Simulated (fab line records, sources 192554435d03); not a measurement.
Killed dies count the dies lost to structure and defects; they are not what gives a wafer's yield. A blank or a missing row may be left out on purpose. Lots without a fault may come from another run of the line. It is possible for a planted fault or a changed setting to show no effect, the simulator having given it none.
Chamber matching -- flow n5-finfet -- N5_BEOL_M14_TRENCH_ETCH_34 on rie-diel-06: 4 sister chambers
The step etches SiO2 in C4F8/O2/Ar, target depth 556.65 nm, time 126.9 s. 4 wafers are shown with their chamber, then 9 later ones without.

== WAFERS WITH THEIR CHAMBER ==
wafer,chamber,rf-vpp-V (V)
L084.4,1,2270
L089.1,2,2165
L089.2,0,2148
L089.6,3,2214

== WAFERS WITHOUT THEIR CHAMBER ==
wafer,rf-vpp-V (V)
L090.1,2165
L090.4,2212
L090.5,2165
L093.3,2267
L093.4,2267
L093.6,2146
L094.1,2267
L094.4,2147
L094.5,2267

== WHICH CHAMBER EACH WENT THROUGH ==
wafer,from the rows above,in truth
L090.1,2,2
L090.4,3,3
L090.5,2,2
L093.3,1,1
L093.4,1,1
L093.6,0,0
L094.1,1,1
L094.4,0,0
L094.5,1,1
Correct placement for 9 of the 9. Not placeable from these rows: 0. 0 placed wrongly.
How it was worked out, from the rows above alone: a wafer's distance from a chamber is the root of the sum, over the readings, of the square of ((its reading less the chamber's mean) divided by the reading's scatter). If the next closest chamber is less than 2 further off than the closest, the wafer can't be placed; otherwise it belongs to the closest. A chamber's mean is the mean of its shown wafers. The scatter: with one shown wafer a chamber, the root of the mean of the squares of how far each hidden wafer lies from its nearest shown one.
